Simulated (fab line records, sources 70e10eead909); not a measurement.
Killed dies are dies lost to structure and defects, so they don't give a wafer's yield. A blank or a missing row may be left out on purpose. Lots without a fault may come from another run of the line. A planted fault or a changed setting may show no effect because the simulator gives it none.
Chamber matching | flow nand_harc | NHARC_A_SGD_CUT_DEP_00 on pecvd-03: 3 sister chambers
The step deposits SiNx, target thk 50 nm. 6 wafers are shown with their chamber, then 12 later ones without.

WAFERS WITH THEIR CHAMBER
wafer  | chamber | heater_power_w (W)
L083.1 | 1       | 668
L084.5 | 0       | 723
L084.6 | 2       | 526
L086.2 | 1       | 639
L086.4 | 2       | 524
L086.5 | 0       | 686

WAFERS WITHOUT THEIR CHAMBER
wafer  | heater_power_w (W)
L088.1 | 445
L088.3 | 732
L088.4 | 751
L090.1 | 552
L090.3 | 566
L090.5 | 591
L091.4 | 727
L091.5 | 581
L091.6 | 556
L093.2 | 553
L093.5 | 668
L093.6 | 660

WHICH CHAMBER EACH WENT THROUGH
wafer  | from the rows above     | in truth
L088.1 | 2                       | 2
L088.3 | 0                       | 0
L088.4 | 0                       | 0
L090.1 | 2                       | 2
L090.3 | 2                       | 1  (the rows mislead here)
L090.5 | can't be placed: 1 or 2 | 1
L091.4 | 0                       | 0
L091.5 | can't be placed: 2 or 1 | 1
L091.6 | 2                       | 2
L093.2 | 2                       | 2
L093.5 | can't be placed: 1 or 0 | 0
L093.6 | can't be placed: 1 or 0 | 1
Placed correctly: 7 of 12. Can't be placed from these rows: 4 (the true chamber is among the candidates in 4). Placed wrongly: 1.
How it was worked out, from the rows above alone: a wafer's distance from a chamber is the root of the sum, over the readings, of the square of ((its reading less the chamber's mean) divided by the reading's scatter). The wafer belongs to the nearest chamber; if the next one is less than 2 further off, it can't be placed. A chamber's mean is the mean of its shown wafers. The scatter: the root of (the sum of the squares of (reading less its chamber's mean) over the shown wafers, divided by (wafers less chambers)).
